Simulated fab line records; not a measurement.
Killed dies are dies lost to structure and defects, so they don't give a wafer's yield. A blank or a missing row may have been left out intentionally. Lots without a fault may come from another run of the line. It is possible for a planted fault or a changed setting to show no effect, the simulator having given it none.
Problem report in the 8D (eight disciplines) form, filled by code | flow n5Finfet | the parts of the form that need people (team, actions taken, sign-off) are left out
Where a reading is given only as a bound, like >300, the bound stands for it, and a mean or a difference that rests on one is marked > or <: the true number lies beyond.

## 1. WHAT IS WRONG
rawDefectCount at N5_SPACER0_INSPECT_04 reads a mean of 893 on 1 wafer of 1 lot; wafers without a fault read 151 with a standard deviation of 39. Measured from the usual mean, that is +19 standard deviations.
The step: inspects for defects (darkfield).
First observed at day 6 08:34: wafer L911.3, on defectInspect-01. The record has a number at this step for 21 wafers belonging to 7 lots. The rule behind "out" and "out of limits": a value lying over 4 standard deviations away from the usual mean. The other wafers with a number count as sound.

## 2. WHAT IT IS; WHAT IT IS NOT
question                    | is               | is not
which readings at this step | rawDefectCount   | -
which lots                  | L911             | L898, L906, L908, L917, L920, L921
which wafers of those lots  | L911.3           | L911.1, L911.6
read on which gauges        | defectInspect-01 | defectInspect-02
when                        | from day 6 08:34 | up to then (11 sound wafers); but 9 sound wafers of L917, L920, L921 came after

## 3. WHAT RULES OUT EACH SUSPECT
Counting: if a tool at a process step up to the reading ran every lot that is out, it stays a suspect. Sound lots after the first of them don't rule it out here, since some wafers of a struck lot are sound.
- the gauge at N5_SPACER0_INSPECT_04 is ruled out. All the wafers that are out were read on defectInspect-01, but those of them that N5_SD_ACTIVATION_INSPECT_02 has rows for are out there too, on other tools.
- rieDiel-05 at N5_DUMMY_GATE_ETCH_29 (etches underlayer in N2/H2, target depth 13 nm): kept. The lot that is out, L911, ran on it at day 6 06:21; the last sound lot it ran before that was L908, at day 5 14:04.
- rieDiel-02 at N5_DUMMY_GATE_STRIP_41 (strips in O2): kept. It ran the lot that is out, L911 (day 6 06:50).
- rieSi-04 at N5_DUMMY_GATE_ETCH_23 (etches poly-Si in HBr/Cl2/O2, target depth 41 nm, time 22.3 s): kept. The lot that is out, L911, ran on it at day 6 07:04; the last sound lot it ran before that was L908, at day 5 14:42.
- aldSin-01 at N5_SPACER0_ALD_00 (deposits SiOCN, target thk 3.5 nm, pulse time 3 s, purge time 2 s): kept. The lot that is out, L911, ran on it at day 6 08:09; the last sound lot it ran before that was L908, at day 5 15:43.
- Within rieDiel-05 at N5_DUMMY_GATE_ETCH_29: the wafers that are out ran in chamber 1; their sound lot-mates ran in chambers 2, 3.
- Within aldSin-01 at N5_SPACER0_ALD_00: the wafers that are out ran in chamber 1; their sound lot-mates ran in chambers 2, 3.
Left after counting: rieDiel-05 at N5_DUMMY_GATE_ETCH_29, rieDiel-02 at N5_DUMMY_GATE_STRIP_41, rieSi-04 at N5_DUMMY_GATE_ETCH_23, aldSin-01 at N5_SPACER0_ALD_00.

## 4. THE CAUSE (what the simulator had put in)
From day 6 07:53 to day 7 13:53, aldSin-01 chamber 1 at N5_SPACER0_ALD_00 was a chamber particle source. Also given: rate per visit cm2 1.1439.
4 suspects survive the count, and this tool is in that group.

## 5. THE EFFECT CHAIN, in route order
Rows list readings where the struck wafers' mean (over those with a number) sits beyond 3 standard deviations from the usual. Only readings for which the record gives a usual standard deviation are gone through. hours: the time from each lot's start at the first step in this table that gives one to its start at this step, as a median over the lots. sigmas: the change in usual standard deviations.
hours | step                        | reading             | usual  | on struck wafers | change | sigmas
0     | N5_SPACER0_INSPECT_04       | rawDefectCount      | 151    | 893              | +742   | +19
0     | N5_SD_EPI_N_INSPECT_11      | rawDefectCount      | 2.0    | >300             | >+298  | +99 or more
6     | N5_SD_EPI_N_INSPECT_26      | rawDefectCount      | 221    | 942              | +721   | +15
11    | N5_SD_ACTIVATION_INSPECT_02 | rawDefectCount      | 196    | 930              | +734   | +18
245   | N5_PASSIVATION_PROBE_49     | defectLimitedYield  | 91.1 % | 81.1             | -10.0  | -6.7
245   | N5_PASSIVATION_PROBE_49     | killedAtFrontEnd    | 43     | 164              | +121   | +9.3
245   | N5_PASSIVATION_PROBE_49     | killedDies          | 105    | 223              | +118   | +6.9
245   | N5_PASSIVATION_PROBE_49     | killedOnRim         | 14     | 31               | +17    | +4.0
245   | N5_PASSIVATION_PROBE_49     | sort_bin_5_function | 5.2 %  | 10.8             | +5.6   | +6.2
245   | N5_PASSIVATION_PROBE_49     | sortNPass           | 1075   | 957              | -118   | -6.9
245   | N5_PASSIVATION_PROBE_49     | sortYieldPct        | 91.1 % | 81.1             | -10.0  | -6.7
The process steps in it:
- N5_PASSIVATION_PROBE_49
Later measuring or inspecting steps at which every struck wafer that the step has a row for has a number for every such reading, and none has moved that far: N5_BEOL_M4_RC_MEAS_101.

## 6. WHAT WOULD HAVE CAUGHT IT SOONER
In this record the first reading out of limits at a measuring or inspecting step was taken at day 6 08:34, 1 hour after the fault began at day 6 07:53.
No tool reading at N5_SPACER0_ALD_00 that has a usual standard deviation in the record was out on any struck wafer, so an alarm limit of 4 standard deviations on those readings would not have fired.
All the lots that are out (1) had begun N5_SPACER0_ALD_00 on aldSin-01 by day 6 08:34. Had the tool been put on hold then, not one of them would have been saved.
